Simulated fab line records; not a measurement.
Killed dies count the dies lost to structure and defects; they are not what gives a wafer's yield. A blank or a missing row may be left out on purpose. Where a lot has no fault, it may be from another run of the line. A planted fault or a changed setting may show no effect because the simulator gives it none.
What tool caused it? || flow nand-harc || 6 lots, 18 wafers sampled, at 4 steps of a route of 1302

== WHAT EACH GAUGE READ, for each wafer ==
NHARC_A_ONON_D1_THK_MEAS_02: measures by ellipsometry.
{"lot": "L328", "measured": "day 8 04:34", "on": "film-metro-01", "thk-nm (nm)": "989 989 989"}
{"lot": "L330", "measured": "day 9 05:18", "on": "film-metro-01", "thk-nm (nm)": "990 988 990"}
{"lot": "L332", "measured": "day 9 15:30", "on": "film-metro-02", "thk-nm (nm)": "1004 1001 1002"}
{"lot": "L335", "measured": "day 11 00:38", "on": "film-metro-02", "thk-nm (nm)": "982 983 984"}
{"lot": "L347", "measured": "day 16 02:09", "on": "film-metro-02", "thk-nm (nm)": "1471 1468 1470"}
{"lot": "L350", "measured": "day 17 07:59", "on": "film-metro-01", "thk-nm (nm)": "1008 1007 1007"}

== TOOL THAT RAN EACH LOT (tool first, then ch and the chambers of the sampled wafers, then the start) ==
{"lot": "L328", "NHARC_A_ZERO_WELL_ETCH_13": "rie-si-02 ch 0,2,3, day 7 07:16", "NHARC_A_ZERO_WELL_RTA_16": "rtp-anneal-01 ch 0, day 7 08:19", "NHARC_A_ONON_D1_DEP_00": "pecvd-onon-01 ch 0, day 8 04:07"}
{"lot": "L330", "NHARC_A_ZERO_WELL_ETCH_13": "rie-si-02 ch 0,1,3, day 8 06:00", "NHARC_A_ZERO_WELL_RTA_16": "rtp-anneal-02 ch 0, day 8 07:05", "NHARC_A_ONON_D1_DEP_00": "pecvd-onon-01 ch 0, day 9 04:51"}
{"lot": "L332", "NHARC_A_ZERO_WELL_ETCH_13": "rie-si-04 ch 0,1,2, day 8 18:08", "NHARC_A_ZERO_WELL_RTA_16": "rtp-anneal-01 ch 0, day 8 19:01", "NHARC_A_ONON_D1_DEP_00": "pecvd-onon-03 ch 0, day 9 14:59"}
{"lot": "L335", "NHARC_A_ZERO_WELL_ETCH_13": "rie-si-02 ch 0,2,3, day 9 21:26", "NHARC_A_ZERO_WELL_RTA_16": "rtp-anneal-01 ch 0, day 9 22:20", "NHARC_A_ONON_D1_DEP_00": "pecvd-onon-02 ch 0, day 11 00:07"}
{"lot": "L347", "NHARC_A_ZERO_WELL_ETCH_13": "rie-si-05 ch 1,2, day 15 02:49", "NHARC_A_ZERO_WELL_RTA_16": "rtp-anneal-01 ch 0, day 15 03:44", "NHARC_A_ONON_D1_DEP_00": "pecvd-onon-03 ch 0, day 16 01:38"}
{"lot": "L350", "NHARC_A_ZERO_WELL_ETCH_13": "rie-si-05 ch 2,3, day 16 10:03", "NHARC_A_ZERO_WELL_RTA_16": "rtp-anneal-01 ch 0, day 16 10:58", "NHARC_A_ONON_D1_DEP_00": "pecvd-onon-02 ch 0, day 17 07:32"}
- NHARC_A_ZERO_WELL_ETCH_13: etches the open film in HBr/Cl2, target depth 120 nm, time 40.1 s.
- NHARC_A_ZERO_WELL_RTA_16: time 10 s.
- NHARC_A_ONON_D1_DEP_00: target thk 1000 nm.

== THE ANSWER, worked out from the rows above alone ==
Rule: what is usual is taken from the lots themselves. The widest of any qualifying gaps counts: lots, ordered by their means at a reading, are off when they make up no more than a third of the lots, leave a main group of 4 or more, and stand apart from it by 3 or more times the standard deviation of that group's means. The tables above print the reading to a certain number of digits; a main group whose means all agree to those digits is not used. Also off: a lot with no number at a reading for which 4 or more lots have one. Where the step has rows for the other lots, those lots are counted as sound.
Off: L347 (NHARC_A_ONON_D1_THK_MEAS_02, thk-nm). Mean 994 nm and standard deviation 9.1 in the main group.
A tool fits if, at a process step before that reading, it ran every lot that is off, and no sound lot after the first of them. Those tools and the gauges at NHARC_A_ONON_D1_THK_MEAS_02 are tried in the same way. Undecided on this evidence; 2 tools fit (pecvd-onon-03 at NHARC_A_ONON_D1_DEP_00, film-metro-02 at NHARC_A_ONON_D1_THK_MEAS_02).

== WHAT WAS PUT IN BY THE SIMULATOR ==
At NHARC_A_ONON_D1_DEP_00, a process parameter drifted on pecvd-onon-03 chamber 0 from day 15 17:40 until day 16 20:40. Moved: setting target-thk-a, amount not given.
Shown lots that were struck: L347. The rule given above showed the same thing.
